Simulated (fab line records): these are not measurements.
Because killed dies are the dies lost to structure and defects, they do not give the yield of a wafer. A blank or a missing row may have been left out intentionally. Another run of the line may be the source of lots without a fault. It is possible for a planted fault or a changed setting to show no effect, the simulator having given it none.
What tool caused it? :: flow n5-finfet :: 24 lots, 72 wafers sampled, at 5 steps of a route of 1938

WHAT EACH GAUGE READ, for each wafer
N5_BEOL_M6_RS_MEAS_57: measures by four-point-probe. Usual: M6_RS typically reads 0.288 ohm/sq, with standard deviation 0.0084.
lot: L077
measured: day 9 05:11
on: film-metro-02
M6_RS (ohm/sq): 0.280 0.299 0.278
flag: 

lot: L075
measured: day 9 05:26
on: film-metro-02
M6_RS (ohm/sq): 0.273 0.279 0.279
flag: 

lot: L074
measured: day 9 05:32
on: film-metro-01
M6_RS (ohm/sq): 0.293 0.288 0.295
flag: 

lot: L076
measured: day 9 06:53
on: film-metro-01
M6_RS (ohm/sq): 0.281 0.309 0.281
flag: 

lot: L078
measured: day 9 20:28
on: film-metro-02
M6_RS (ohm/sq): 0.300 0.284 0.284
flag: 

lot: L079
measured: day 10 02:08
on: film-metro-02
M6_RS (ohm/sq): 0.290 0.282 0.297
flag: 

lot: L080
measured: day 10 05:26
on: film-metro-01
M6_RS (ohm/sq): 0.303 0.292 0.304
flag: 

lot: L081
measured: day 10 07:52
on: film-metro-01
M6_RS (ohm/sq): 0.304 0.288 0.280
flag: 

lot: L082
measured: day 10 12:35
on: film-metro-02
M6_RS (ohm/sq): 0.285 0.281 0.289
flag: 

lot: L083
measured: day 11 03:08
on: film-metro-01
M6_RS (ohm/sq): 0.283 0.292 0.285
flag: 

lot: L084
measured: day 11 12:47
on: film-metro-01
M6_RS (ohm/sq): 0.289 0.298 0.285
flag: 

lot: L085
measured: day 11 18:57
on: film-metro-01
M6_RS (ohm/sq): 0.296 0.294 0.302
flag: 

lot: L086
measured: day 11 23:32
on: film-metro-01
M6_RS (ohm/sq): 0.295 0.282 0.289
flag: 

lot: L088
measured: day 12 00:59
on: film-metro-02
M6_RS (ohm/sq): 0.300 0.287 0.273
flag: 

lot: L087
measured: day 12 05:32
on: film-metro-01
M6_RS (ohm/sq): 0.286 0.295 0.288
flag: 

lot: L089
measured: day 12 13:32
on: film-metro-02
M6_RS (ohm/sq): 0.274 0.280 0.289
flag: 

lot: L090
measured: day 13 01:11
on: film-metro-01
M6_RS (ohm/sq): 0.283 0.272 0.275
flag: 

lot: L091
measured: day 13 03:08
on: film-metro-02
M6_RS (ohm/sq): 0.283 0.282 0.277
flag: 

lot: L092
measured: day 13 06:55
on: film-metro-01
M6_RS (ohm/sq): 0.280 0.294 0.284
flag: 

lot: L093
measured: day 13 18:38
on: film-metro-02
M6_RS (ohm/sq): 0.294 0.287 0.310
flag: 

lot: L094
measured: day 13 20:54
on: film-metro-01
M6_RS (ohm/sq): 0.288 0.282 0.287
flag: 

lot: L095
measured: day 14 13:35
on: film-metro-01
M6_RS (ohm/sq): 0.284 0.289 0.288
flag: 

lot: L096
measured: day 14 15:44
on: film-metro-01
M6_RS (ohm/sq): 0.303 0.290 0.292
flag: 

lot: L097
measured: day 14 20:25
on: film-metro-01
M6_RS (ohm/sq): 0.285 0.288 0.290
flag: 

N5_BEOL_M7_CD_MEAS_11 targets a cd of 38.5 nm. Usual: 38.5 nm for cd-nm, sd 0.39.
lot: L077
measured: day 9 06:32
on: cd-sem-01
cd-nm (nm): 37.2 37.8 38.0
flag: 

lot: L075
measured: day 9 06:49
on: cd-sem-02
cd-nm (nm): 38.4 38.9 38.5
flag: 

lot: L074
measured: day 9 06:58
on: cd-sem-03
cd-nm (nm): 38.2 37.9 38.8
flag: 

lot: L076
measured: day 9 10:22
on: cd-sem-02
cd-nm (nm): 38.9 39.0 38.8
flag: 

lot: L078
measured: day 9 22:58
on: cd-sem-03
cd-nm (nm): 38.8 38.6 38.7
flag: 

lot: L079
measured: day 10 04:17
on: cd-sem-02
cd-nm (nm): 38.3 39.2 39.0
flag: 

lot: L080
measured: day 10 07:30
on: cd-sem-02
cd-nm (nm): 38.4 38.7 38.6
flag: 

lot: L081
measured: day 10 09:55
on: cd-sem-01
cd-nm (nm): 38.1 38.0 38.5
flag: 

lot: L082
measured: day 10 16:34
on: cd-sem-02
cd-nm (nm): 38.6 38.5 38.3
flag: 

lot: L083
measured: day 11 05:21
on: cd-sem-01
cd-nm (nm): 38.3 38.2 38.7
flag: 

lot: L084
measured: day 11 17:12
on: cd-sem-03
cd-nm (nm): 38.4 38.4 39.1
flag: 

lot: L085
measured: day 11 22:03
on: cd-sem-01
cd-nm (nm): 38.1 38.2 38.9
flag: 

lot: L086
measured: day 12 03:09
on: cd-sem-01
cd-nm (nm): 39.4 38.4 39.3
flag: 

lot: L088
measured: day 12 03:16
on: cd-sem-01
cd-nm (nm): 38.8 38.6 38.2
flag: 

lot: L087
measured: day 12 07:26
on: cd-sem-02
cd-nm (nm): 38.3 38.4 39.2
flag: 

lot: L089
measured: day 12 16:31
on: cd-sem-01
cd-nm (nm): 38.3 38.2 38.3
flag: 

lot: L090
measured: day 13 02:38
on: cd-sem-01
cd-nm (nm): 38.6 38.5 39.1
flag: 

lot: L091
measured: day 13 04:47
on: cd-sem-03
cd-nm (nm): 38.7 38.7 38.5
flag: 

lot: L092
measured: day 13 09:37
on: cd-sem-01
cd-nm (nm): 38.6 38.4 38.7
flag: 

lot: L093
measured: day 13 20:51
on: cd-sem-01
cd-nm (nm): 38.1 38.5 38.4
flag: 

lot: L094
measured: day 13 23:40
on: cd-sem-03
cd-nm (nm): 39.3 39.2 39.1
flag: 

lot: L095
measured: day 14 17:38
on: cd-sem-01
cd-nm (nm): 38.3 38.7 38.4
flag: 

lot: L096
measured: day 14 18:23
on: cd-sem-02
cd-nm (nm): 38.8 39.3 39.0
flag: 

lot: L097
measured: day 14 22:00
on: cd-sem-02
cd-nm (nm): 38.6 38.3 38.9
flag: 

EACH LOT AND THE TOOL THAT RAN IT (in order: tool; ch and the chambers of the sampled wafers; start)
lot: L077
N5_BEOL_M6_STRIP_36: rie-diel-04 ch 0,2,3, day 9 02:29
N5_BEOL_M6_ALD_77: ald-metal-01 ch 1,2, day 9 03:36
N5_BEOL_M7_CURE_74: uv-cure-02 ch 2, day 9 05:35

lot: L075
N5_BEOL_M6_STRIP_36: rie-diel-02 ch 2,3, day 9 02:49
N5_BEOL_M6_ALD_77: ald-metal-03 ch 0,1,2, day 9 03:42
N5_BEOL_M7_CURE_74: uv-cure-03 ch 1, day 9 05:43

lot: L074
N5_BEOL_M6_STRIP_36: rie-diel-05 ch 1,2,3, day 9 02:52
N5_BEOL_M6_ALD_77: ald-metal-04 ch 0,1,2, day 9 03:48
N5_BEOL_M7_CURE_74: uv-cure-01 ch 2, day 9 05:40

lot: L076
N5_BEOL_M6_STRIP_36: rie-diel-02 ch 0,2,3, day 9 04:29
N5_BEOL_M6_ALD_77: ald-metal-04 ch 1,2,3, day 9 05:18
N5_BEOL_M7_CURE_74: uv-cure-03 ch 2, day 9 07:10

lot: L078
N5_BEOL_M6_STRIP_36: rie-diel-04 ch 0,1, day 9 17:06
N5_BEOL_M6_ALD_77: ald-metal-04 ch 0,1, day 9 18:24
N5_BEOL_M7_CURE_74: uv-cure-02 ch 0, day 9 20:42

lot: L079
N5_BEOL_M6_STRIP_36: rie-diel-04 ch 1,2,3, day 9 23:13
N5_BEOL_M6_ALD_77: ald-metal-01 ch 0,1,2, day 10 00:26
N5_BEOL_M7_CURE_74: uv-cure-02 ch 1, day 10 02:20

lot: L080
N5_BEOL_M6_STRIP_36: rie-diel-05 ch 0,3, day 10 02:13
N5_BEOL_M6_ALD_77: ald-metal-03 ch 0,3, day 10 03:49
N5_BEOL_M7_CURE_74: uv-cure-03 ch 1, day 10 05:35

lot: L081
N5_BEOL_M6_STRIP_36: rie-diel-04 ch 0,1,3, day 10 04:25
N5_BEOL_M6_ALD_77: ald-metal-03 ch 1,3, day 10 05:30
N5_BEOL_M7_CURE_74: uv-cure-01 ch 2, day 10 08:05

lot: L082
N5_BEOL_M6_STRIP_36: rie-diel-02 ch 1,2,3, day 10 08:50
N5_BEOL_M6_ALD_77: ald-metal-03 ch 0,2,3, day 10 09:51
N5_BEOL_M7_CURE_74: uv-cure-03 ch 2, day 10 12:47

lot: L083
N5_BEOL_M6_STRIP_36: rie-diel-02 ch 0,1,2, day 10 22:40
N5_BEOL_M6_ALD_77: ald-metal-03 ch 0,2,3, day 10 23:59
N5_BEOL_M7_CURE_74: uv-cure-02 ch 2, day 11 03:15

lot: L084
N5_BEOL_M6_STRIP_36: rie-diel-05 ch 1,2,3, day 11 10:02
N5_BEOL_M6_ALD_77: ald-metal-01 ch 2,3, day 11 11:10
N5_BEOL_M7_CURE_74: uv-cure-02 ch 2, day 11 13:05

lot: L085
N5_BEOL_M6_STRIP_36: rie-diel-05 ch 0,1,2, day 11 16:10
N5_BEOL_M6_ALD_77: ald-metal-04 ch 0,1,3, day 11 17:25
N5_BEOL_M7_CURE_74: uv-cure-03 ch 0, day 11 19:09

lot: L086
N5_BEOL_M6_STRIP_36: rie-diel-02 ch 1,2,3, day 11 20:47
N5_BEOL_M6_ALD_77: ald-metal-01 ch 1,2,3, day 11 21:51
N5_BEOL_M7_CURE_74: uv-cure-01 ch 2, day 11 23:40

lot: L088
N5_BEOL_M6_STRIP_36: rie-diel-04 ch 0,1,3, day 11 21:56
N5_BEOL_M6_ALD_77: ald-metal-01 ch 2,3, day 11 23:09
N5_BEOL_M7_CURE_74: uv-cure-03 ch 0, day 12 01:06

lot: L087
N5_BEOL_M6_STRIP_36: rie-diel-02 ch 0,1, day 12 02:17
N5_BEOL_M6_ALD_77: ald-metal-01 ch 2,3, day 12 03:34
N5_BEOL_M7_CURE_74: uv-cure-02 ch 1, day 12 05:44

lot: L089
N5_BEOL_M6_STRIP_36: rie-diel-02 ch 0,2, day 12 10:41
N5_BEOL_M6_ALD_77: ald-metal-01 ch 1,3, day 12 11:42
N5_BEOL_M7_CURE_74: uv-cure-01 ch 2, day 12 14:04

lot: L090
N5_BEOL_M6_STRIP_36: rie-diel-04 ch 1,2,3, day 12 22:11
N5_BEOL_M6_ALD_77: ald-metal-03 ch 0,2,3, day 12 23:18
N5_BEOL_M7_CURE_74: uv-cure-03 ch 1, day 13 01:28

lot: L091
N5_BEOL_M6_STRIP_36: rie-diel-04 ch 2,3, day 13 00:20
N5_BEOL_M6_ALD_77: ald-metal-03 ch 0,2,3, day 13 01:11
N5_BEOL_M7_CURE_74: uv-cure-01 ch 2, day 13 03:16

lot: L092
N5_BEOL_M6_STRIP_36: rie-diel-04 ch 0,2,3, day 13 03:48
N5_BEOL_M6_ALD_77: ald-metal-01 ch 1,2,3, day 13 04:43
N5_BEOL_M7_CURE_74: uv-cure-01 ch 1, day 13 07:08

lot: L093
N5_BEOL_M6_STRIP_36: rie-diel-05 ch 0,2,3, day 13 15:20
N5_BEOL_M6_ALD_77: ald-metal-04 ch 0,1,3, day 13 17:06
N5_BEOL_M7_CURE_74: uv-cure-02 ch 0, day 13 18:47

lot: L094
N5_BEOL_M6_STRIP_36: rie-diel-04 ch 0,2,3, day 13 17:13
N5_BEOL_M6_ALD_77: ald-metal-01 ch 0,2,3, day 13 18:17
N5_BEOL_M7_CURE_74: uv-cure-01 ch 1, day 13 21:02

lot: L095
N5_BEOL_M6_STRIP_36: rie-diel-02 ch 0,3, day 14 10:38
N5_BEOL_M6_ALD_77: ald-metal-01 ch 2,3, day 14 11:53
N5_BEOL_M7_CURE_74: uv-cure-02 ch 1, day 14 13:48

lot: L096
N5_BEOL_M6_STRIP_36: rie-diel-05 ch 0,1,2, day 14 12:18
N5_BEOL_M6_ALD_77: ald-metal-01 ch 1,3, day 14 13:19
N5_BEOL_M7_CURE_74: uv-cure-02 ch 0, day 14 16:02

lot: L097
N5_BEOL_M6_STRIP_36: rie-diel-04 ch 0,1,2, day 14 17:19
N5_BEOL_M6_ALD_77: ald-metal-01 ch 0,1,2, day 14 18:12
N5_BEOL_M7_CURE_74: uv-cure-02 ch 2, day 14 20:47
- N5_BEOL_M6_STRIP_36: strips in N2/H2.
- N5_BEOL_M6_ALD_77: deposits TaN, target thk 2 nm, pulse time 2 s, purge time 3 s.
- N5_BEOL_M7_CURE_74: cures SiCOH lowk, time 240 s.

WHAT THE TOOLS THEMSELVES READ (means of the sampled wafers that have a number; where no wafer has one, the mark that the record gives instead)
N5_BEOL_M6_STRIP_36. Usual: drypump-motor-current-A 5.7 A, standard deviation 0.46; n2-flow-sccm 199.9 sccm, standard deviation 0.65; oes-product-au 0.81 a.u., standard deviation 0.072; rf-vpp-V 59.2 V, standard deviation 1.6; showerhead-plenum-p-Torr 2.55 Torr, standard deviation 0.097; throttle-valve-pct 23.57 %, standard deviation 0.28.
lot: L077
tool: rie-diel-04
drypump-motor-current-A (A): 5.4
n2-flow-sccm (sccm): 199.7
oes-product-au (a.u.): 0.81
rf-vpp-V (V): 60.0
showerhead-plenum-p-Torr (Torr): 2.52
throttle-valve-pct (%): 23.51
flag: 

lot: L075
tool: rie-diel-02
drypump-motor-current-A (A): 5.4
n2-flow-sccm (sccm): 200.4
oes-product-au (a.u.): 0.85
rf-vpp-V (V): 58.7
showerhead-plenum-p-Torr (Torr): 2.61
throttle-valve-pct (%): 23.75
flag: 

lot: L074
tool: rie-diel-05
drypump-motor-current-A (A): 5.8
n2-flow-sccm (sccm): 199.5
oes-product-au (a.u.): 0.89
rf-vpp-V (V): 59.2
showerhead-plenum-p-Torr (Torr): 2.52
throttle-valve-pct (%): 23.51
flag: 

lot: L076
tool: rie-diel-02
drypump-motor-current-A (A): 5.9
n2-flow-sccm (sccm): 200.0
oes-product-au (a.u.): 0.80
rf-vpp-V (V): 58.8
showerhead-plenum-p-Torr (Torr): 2.55
throttle-valve-pct (%): 23.55
flag: 

lot: L078
tool: rie-diel-04
drypump-motor-current-A (A): 5.6
n2-flow-sccm (sccm): 199.6
oes-product-au (a.u.): 0.78
rf-vpp-V (V): 56.9
showerhead-plenum-p-Torr (Torr): 2.45
throttle-valve-pct (%): 23.75
flag: 

lot: L079
tool: rie-diel-04
drypump-motor-current-A (A): 5.6
n2-flow-sccm (sccm): 200.1
oes-product-au (a.u.): 0.84
rf-vpp-V (V): 60.9
showerhead-plenum-p-Torr (Torr): 2.54
throttle-valve-pct (%): 23.59
flag: 

lot: L080
tool: rie-diel-05
drypump-motor-current-A (A): 5.7
n2-flow-sccm (sccm): 199.3
oes-product-au (a.u.): 0.80
rf-vpp-V (V): 60.0
showerhead-plenum-p-Torr (Torr): 2.59
throttle-valve-pct (%): 23.70
flag: 

lot: L081
tool: rie-diel-04
drypump-motor-current-A (A): 5.3
n2-flow-sccm (sccm): 199.9
oes-product-au (a.u.): 0.78
rf-vpp-V (V): 58.8
showerhead-plenum-p-Torr (Torr): 2.48
throttle-valve-pct (%): 23.75
flag: 

lot: L082
tool: rie-diel-02
drypump-motor-current-A (A): 5.6
n2-flow-sccm (sccm): 199.4
oes-product-au (a.u.): 0.80
rf-vpp-V (V): 61.1
showerhead-plenum-p-Torr (Torr): 2.55
throttle-valve-pct (%): 23.69
flag: 

lot: L083
tool: rie-diel-02
drypump-motor-current-A (A): 6.1
n2-flow-sccm (sccm): 200.0
oes-product-au (a.u.): 0.85
rf-vpp-V (V): 60.2
showerhead-plenum-p-Torr (Torr): 2.60
throttle-valve-pct (%): 23.35
flag: 

lot: L084
tool: rie-diel-05
drypump-motor-current-A (A): 5.8
n2-flow-sccm (sccm): 200.0
oes-product-au (a.u.): 0.84
rf-vpp-V (V): 57.8
showerhead-plenum-p-Torr (Torr): 2.51
throttle-valve-pct (%): 23.54
flag: 

lot: L085
tool: rie-diel-05
drypump-motor-current-A (A): 5.8
n2-flow-sccm (sccm): 200.1
oes-product-au (a.u.): 0.81
rf-vpp-V (V): 59.6
showerhead-plenum-p-Torr (Torr): 2.56
throttle-valve-pct (%): 23.44
flag: 

lot: L086
tool: rie-diel-02
drypump-motor-current-A (A): 5.6
n2-flow-sccm (sccm): 199.7
oes-product-au (a.u.): 0.78
rf-vpp-V (V): 58.3
showerhead-plenum-p-Torr (Torr): 2.54
throttle-valve-pct (%): 23.67
flag: 

lot: L088
tool: rie-diel-04
drypump-motor-current-A (A): 5.3
n2-flow-sccm (sccm): 200.0
oes-product-au (a.u.): 0.76
rf-vpp-V (V): 60.7
showerhead-plenum-p-Torr (Torr): 2.48
throttle-valve-pct (%): 23.75
flag: 

lot: L087
tool: rie-diel-02
drypump-motor-current-A (A): 6.2
n2-flow-sccm (sccm): 199.8
oes-product-au (a.u.): 0.77
rf-vpp-V (V): 58.4
showerhead-plenum-p-Torr (Torr): 2.50
throttle-valve-pct (%): 23.27
flag: 

lot: L089
tool: rie-diel-02
drypump-motor-current-A (A): 6.4
n2-flow-sccm (sccm): 199.4
oes-product-au (a.u.): 0.90
rf-vpp-V (V): 59.8
showerhead-plenum-p-Torr (Torr): 2.69
throttle-valve-pct (%): 23.18
flag: 

lot: L090
tool: rie-diel-04
drypump-motor-current-A (A): 5.6
n2-flow-sccm (sccm): 200.5
oes-product-au (a.u.): 0.81
rf-vpp-V (V): 58.9
showerhead-plenum-p-Torr (Torr): 2.53
throttle-valve-pct (%): 23.62
flag: 

lot: L091
tool: rie-diel-04
drypump-motor-current-A (A): 5.3
n2-flow-sccm (sccm): 200.7
oes-product-au (a.u.): 0.82
rf-vpp-V (V): 59.4
showerhead-plenum-p-Torr (Torr): 2.56
throttle-valve-pct (%): 23.57
flag: 

lot: L092
tool: rie-diel-04
drypump-motor-current-A (A): 5.3
n2-flow-sccm (sccm): 199.9
oes-product-au (a.u.): 0.88
rf-vpp-V (V): 60.8
showerhead-plenum-p-Torr (Torr): 2.62
throttle-valve-pct (%): 23.45
flag: 

lot: L093
tool: rie-diel-05
drypump-motor-current-A (A): 5.7
n2-flow-sccm (sccm): 200.1
oes-product-au (a.u.): 0.80
rf-vpp-V (V): 59.6
showerhead-plenum-p-Torr (Torr): 2.53
throttle-valve-pct (%): 23.68
flag: 

lot: L094
tool: rie-diel-04
drypump-motor-current-A (A): 5.3
n2-flow-sccm (sccm): 200.3
oes-product-au (a.u.): 0.87
rf-vpp-V (V): 59.1
showerhead-plenum-p-Torr (Torr): 2.61
throttle-valve-pct (%): 23.46
flag: 

lot: L095
tool: rie-diel-02
drypump-motor-current-A (A): 5.8
n2-flow-sccm (sccm): 200.6
oes-product-au (a.u.): 0.81
rf-vpp-V (V): 58.8
showerhead-plenum-p-Torr (Torr): 2.60
throttle-valve-pct (%): 23.55
flag: 

lot: L096
tool: rie-diel-05
drypump-motor-current-A (A): 5.8
n2-flow-sccm (sccm): 199.9
oes-product-au (a.u.): 0.79
rf-vpp-V (V): 60.0
showerhead-plenum-p-Torr (Torr): 2.55
throttle-valve-pct (%): 23.47
flag: 

lot: L097
tool: rie-diel-04
drypump-motor-current-A (A): 5.6
n2-flow-sccm (sccm): 199.7
oes-product-au (a.u.): 0.83
rf-vpp-V (V): 59.1
showerhead-plenum-p-Torr (Torr): 2.57
throttle-valve-pct (%): 23.51
flag: 

N5_BEOL_M6_ALD_77. Usual: heater-power-w 438 W, standard deviation 36; precursor-vessel-carrier-sccm 999.9 sccm, standard deviation 2.9.
lot: L077
tool: ald-metal-01
heater-power-w (W): 441
precursor-vessel-carrier-sccm (sccm): 998.3
flag: 

lot: L075
tool: ald-metal-03
heater-power-w (W): 466
precursor-vessel-carrier-sccm (sccm): 1001.0
flag: 

lot: L074
tool: ald-metal-04
heater-power-w (W): 420
precursor-vessel-carrier-sccm (sccm): 1000.1
flag: 

lot: L076
tool: ald-metal-04
heater-power-w (W): 419
precursor-vessel-carrier-sccm (sccm): 998.1
flag: 

lot: L078
tool: ald-metal-04
heater-power-w (W): 415
precursor-vessel-carrier-sccm (sccm): 999.9
flag: 

lot: L079
tool: ald-metal-01
heater-power-w (W): 430
precursor-vessel-carrier-sccm (sccm): 1000.2
flag: 

lot: L080
tool: ald-metal-03
heater-power-w (W): 419
precursor-vessel-carrier-sccm (sccm): 999.9
flag: 

lot: L081
tool: ald-metal-03
heater-power-w (W): 439
precursor-vessel-carrier-sccm (sccm): 1005.8
flag: 

lot: L082
tool: ald-metal-03
heater-power-w (W): 449
precursor-vessel-carrier-sccm (sccm): 1000.7
flag: 

lot: L083
tool: ald-metal-03
heater-power-w (W): 444
precursor-vessel-carrier-sccm (sccm): 1000.4
flag: 

lot: L084
tool: ald-metal-01
heater-power-w (W): 474
precursor-vessel-carrier-sccm (sccm): 1001.3
flag: 

lot: L085
tool: ald-metal-04
heater-power-w (W): 406
precursor-vessel-carrier-sccm (sccm): 999.3
flag: 

lot: L086
tool: ald-metal-01
heater-power-w (W): 442
precursor-vessel-carrier-sccm (sccm): 1002.5
flag: 

lot: L088
tool: ald-metal-01
heater-power-w (W): 472
precursor-vessel-carrier-sccm (sccm): 999.4
flag: 

lot: L087
tool: ald-metal-01
heater-power-w (W): 475
precursor-vessel-carrier-sccm (sccm): 996.3
flag: 

lot: L089
tool: ald-metal-01
heater-power-w (W): 421
precursor-vessel-carrier-sccm (sccm): 1001.3
flag: 

lot: L090
tool: ald-metal-03
heater-power-w (W): 441
precursor-vessel-carrier-sccm (sccm): 999.4
flag: 

lot: L091
tool: ald-metal-03
heater-power-w (W): 448
precursor-vessel-carrier-sccm (sccm): 999.4
flag: 

lot: L092
tool: ald-metal-01
heater-power-w (W): 441
precursor-vessel-carrier-sccm (sccm): 1000.8
flag: 

lot: L093
tool: ald-metal-04
heater-power-w (W): 398
precursor-vessel-carrier-sccm (sccm): 998.6
flag: 

lot: L094
tool: ald-metal-01
heater-power-w (W): 460
precursor-vessel-carrier-sccm (sccm): 999.9
flag: 

lot: L095
tool: ald-metal-01
heater-power-w (W): 482
precursor-vessel-carrier-sccm (sccm): 998.9
flag: 

lot: L096
tool: ald-metal-01
heater-power-w (W): 432
precursor-vessel-carrier-sccm (sccm): 995.0
flag: 

lot: L097
tool: ald-metal-01
heater-power-w (W): 437
precursor-vessel-carrier-sccm (sccm): 999.5
flag: 

N5_BEOL_M7_CURE_74. Usual: lamp-power-pct 52.31 %, standard deviation 0.058; wafer_temp_C_max 386.9, standard deviation 0.85.
lot: L077
tool: uv-cure-02
lamp-power-pct (%): 52.30
wafer_temp_C_max: 388.6
flag: 

lot: L075
tool: uv-cure-03
lamp-power-pct (%): 52.29
wafer_temp_C_max: 386.5
flag: 

lot: L074
tool: uv-cure-01
lamp-power-pct (%): 52.31
wafer_temp_C_max: 386.1
flag: 

lot: L076
tool: uv-cure-03
lamp-power-pct (%): 52.34
wafer_temp_C_max: 386.2
flag: 

lot: L078
tool: uv-cure-02
lamp-power-pct (%): 52.28
wafer_temp_C_max: 387.3
flag: 

lot: L079
tool: uv-cure-02
lamp-power-pct (%): 52.34
wafer_temp_C_max: 387.2
flag: 

lot: L080
tool: uv-cure-03
lamp-power-pct (%): 52.32
wafer_temp_C_max: 386.5
flag: 

lot: L081
tool: uv-cure-01
lamp-power-pct (%): 52.37
wafer_temp_C_max: 385.9
flag: 

lot: L082
tool: uv-cure-03
lamp-power-pct (%): 52.30
wafer_temp_C_max: 385.8
flag: 

lot: L083
tool: uv-cure-02
lamp-power-pct (%): 52.28
wafer_temp_C_max: 387.5
flag: 

lot: L084
tool: uv-cure-02
lamp-power-pct (%): 52.27
wafer_temp_C_max: 387.8
flag: 

lot: L085
tool: uv-cure-03
lamp-power-pct (%): 52.30
wafer_temp_C_max: 387.2
flag: 

lot: L086
tool: uv-cure-01
lamp-power-pct (%): 52.28
wafer_temp_C_max: 386.3
flag: 

lot: L088
tool: uv-cure-03
lamp-power-pct (%): 52.34
wafer_temp_C_max: 387.1
flag: 

lot: L087
tool: uv-cure-02
lamp-power-pct (%): 52.30
wafer_temp_C_max: 386.8
flag: 

lot: L089
tool: uv-cure-01
lamp-power-pct (%): 52.24
wafer_temp_C_max: 386.1
flag: 

lot: L090
tool: uv-cure-03
lamp-power-pct (%): 52.34
wafer_temp_C_max: 386.7
flag: 

lot: L091
tool: uv-cure-01
lamp-power-pct (%): 52.36
wafer_temp_C_max: 386.4
flag: 

lot: L092
tool: uv-cure-01
lamp-power-pct (%): 52.34
wafer_temp_C_max: 386.2
flag: 

lot: L093
tool: uv-cure-02
lamp-power-pct (%): 52.31
wafer_temp_C_max: 388.1
flag: 

lot: L094
tool: uv-cure-01
lamp-power-pct (%): 52.33
wafer_temp_C_max: 386.4
flag: 

lot: L095
tool: uv-cure-02
lamp-power-pct (%): 52.37
wafer_temp_C_max: 387.1
flag: 

lot: L096
tool: uv-cure-02
lamp-power-pct (%): 52.24
wafer_temp_C_max: 387.7
flag: 

lot: L097
tool: uv-cure-02
lamp-power-pct (%): 52.32
wafer_temp_C_max: 388.3
flag: 

THE ANSWER, worked out from the rows above alone
Rule: a lot counts as off when the mean over its wafers that have a number is more than 3 standard deviations away from the usual mean. A lot without any number at a reading at which 4 lots or more have one is off too. Any other lot the step has rows for is counted as sound. First the gauges in route order, then the tools' own readings, where a lot's mean is used as printed above. At the first step where some lot is off, the reading lying furthest off is the one used; lots without a number count as furthest.
Nothing can be told from this: no lot is off at any reading shown.

WHAT THE SIMULATOR HAD PUT IN
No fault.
